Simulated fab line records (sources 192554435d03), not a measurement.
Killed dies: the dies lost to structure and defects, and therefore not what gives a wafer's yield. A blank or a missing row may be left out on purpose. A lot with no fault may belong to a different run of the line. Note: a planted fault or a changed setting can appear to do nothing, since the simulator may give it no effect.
Matching of chambers + flow n5_finfet + 4 sister chambers for N5_HKMG_FIN_ETCH_67 on rie_diel-04
The step etches SOC in N2/H2, stops on TiN, target depth 388.9 nm. 4 wafers are shown with their chamber, then 7 later ones without.

## WAFERS, EACH WITH ITS CHAMBER
| wafer  | chamber | throttle_valve_pct (%) |
|--------|---------|------------------------|
| L093.3 | 2       | 18.21                  |
| L093.6 | 1       | 17.71                  |
| L095.1 | 0       | 17.40                  |
| L095.2 | 3       | 17.40                  |

## WAFERS MISSING THEIR CHAMBER
| wafer  | throttle_valve_pct (%) |
|--------|------------------------|
| L095.3 | 17.74                  |
| L095.4 | 18.21                  |
| L095.5 | 17.40                  |
| L095.6 | 17.41                  |
| L096.1 | 18.23                  |
| L096.4 | 17.41                  |
| L096.5 | 17.74                  |

## THE CHAMBER EACH PASSED THROUGH
| wafer  | from the rows above     | in truth |
|--------|-------------------------|----------|
| L095.3 | 1                       | 1        |
| L095.4 | 2                       | 2        |
| L095.5 | can't be placed: 0 or 3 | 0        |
| L095.6 | can't be placed: 0 or 3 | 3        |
| L096.1 | 2                       | 2        |
| L096.4 | can't be placed: 0 or 3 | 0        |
| L096.5 | 1                       | 1        |
Correctly placed: 4 of 7. From these rows, 3 cannot be placed; in 3 the true chamber is one of the candidates. Placed wrongly: 0.
How it was worked out, from the rows above alone: a wafer's distance from a chamber is the root of the sum, over the readings, of the square of ((its reading less the chamber's mean) divided by the reading's scatter). If the next closest chamber is less than 2 further off than the closest, the wafer can't be placed; otherwise it belongs to the closest. Each chamber's mean is taken over the wafers shown for it. The scatter: with one shown wafer a chamber, the root of the mean of the squares of how far each hidden wafer lies from its nearest shown one.
